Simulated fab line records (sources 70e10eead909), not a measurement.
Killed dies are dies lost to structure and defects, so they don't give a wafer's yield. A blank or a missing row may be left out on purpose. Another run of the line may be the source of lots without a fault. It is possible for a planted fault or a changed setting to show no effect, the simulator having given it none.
A lot that was struck, set against a sound lot | flow nand harc | 14 steps out of a route of 1302
Sound: wafers L395.1, L395.3, L395.6. The struck wafers were L403.1, L403.5, L403.6. At the end, the cause is stated.
Order at every step that has rows: each side's tool, ch and its chambers, its first start. Under that, the readings that differ: sound wafers | struck wafers | difference of the means | sigmas: that difference in standard deviations of wafers without a fault.
alike: same words and numbers on both sides, and readings whose means sit less than 2 such deviations apart. not compared: any withheld reading, any reading some wafer has no value for, any bound like >300 that may hide the same value, and any number with overlapping values for which the record gives no deviation.
Wherever a step has rows on one side only, a row that says differs or no value, or a row with sigmas, the two part there. Numbers that have no deviation but don't overlap get no sigmas and don't part them. A reading that every wafer of one side lacks parts them only if that side has two wafers or more.

first, 6 steps without rows for these wafers: NHARC_A_DECK1_JOINT_CVD_34 (deposits SiNx, target thk 20 nm); NHARC_A_DECK1_JOINT_DEP_06 (deposits SiOx, target thk 80 nm); NHARC_A_DECK1_JOINT_CURE_26 (time 32 s); NHARC_A_DECK1_JOINT_ANNEAL_27 (time 3600 s); NHARC_A_DECK1_JOINT_ANNEAL_28 (time 1800 s); NHARC_A_DECK1_JOINT_ANNEAL_29 (time 1800 s).
NHARC_A_DECK1_JOINT_CMP_02: polishes SiOx.
  sound on cmp-03 ch 0,1, day 12 17:56; struck on cmp-04 ch 0,1,3, day 16 13:47
  alike: motor current A, slurry flow ml min
after that, 1 step had no rows for these wafers: NHARC_A_DECK1_JOINT_SRD_15.
NHARC_A_DECK1_JOINT_DEP_16: deposits SiO2, target thk 45 nm.
  sound on pecvd-03 ch 0,2, day 12 18:22; struck on pecvd-01 ch 0,2, day 16 14:17
  alike: heater power w, throttle valve pct
NHARC_A_DECK1_JOINT_THK_MEAS_17: measures by ellipsometry.
  sound on film metro-01, day 12 18:37; struck on film metro-01, day 16 14:32
  alike: thk nm
NHARC_A_DECK1_JOINT_INSPECT_05:
  sound on defect inspect-01, day 12 18:39; struck on defect inspect-02, day 16 14:34
  alike: raw defect count
NHARC_A_ONON_D2_DEP_00: target thk 1000 nm.
  sound on pecvd onon-04 ch 0, day 12 18:43; struck on pecvd onon-04 ch 0, day 16 14:50
NHARC_A_ONON_D2_THK_MEAS_02: measures by ellipsometry.
  sound on film metro-02, day 12 19:13; struck on film metro-01, day 16 15:31
  reading     | sound       | struck      | difference | sigmas
  thk nm (nm) | 994 995 994 | 533 533 533 | -461       | -56
  not compared: hold
after that, 1 step had no rows for these wafers: NHARC_END_SORT_01.

== WHERE THEY PART ==
Within this record, at NHARC_A_ONON_D2_THK_MEAS_02 only.

WHY: the cause the simulator had injected
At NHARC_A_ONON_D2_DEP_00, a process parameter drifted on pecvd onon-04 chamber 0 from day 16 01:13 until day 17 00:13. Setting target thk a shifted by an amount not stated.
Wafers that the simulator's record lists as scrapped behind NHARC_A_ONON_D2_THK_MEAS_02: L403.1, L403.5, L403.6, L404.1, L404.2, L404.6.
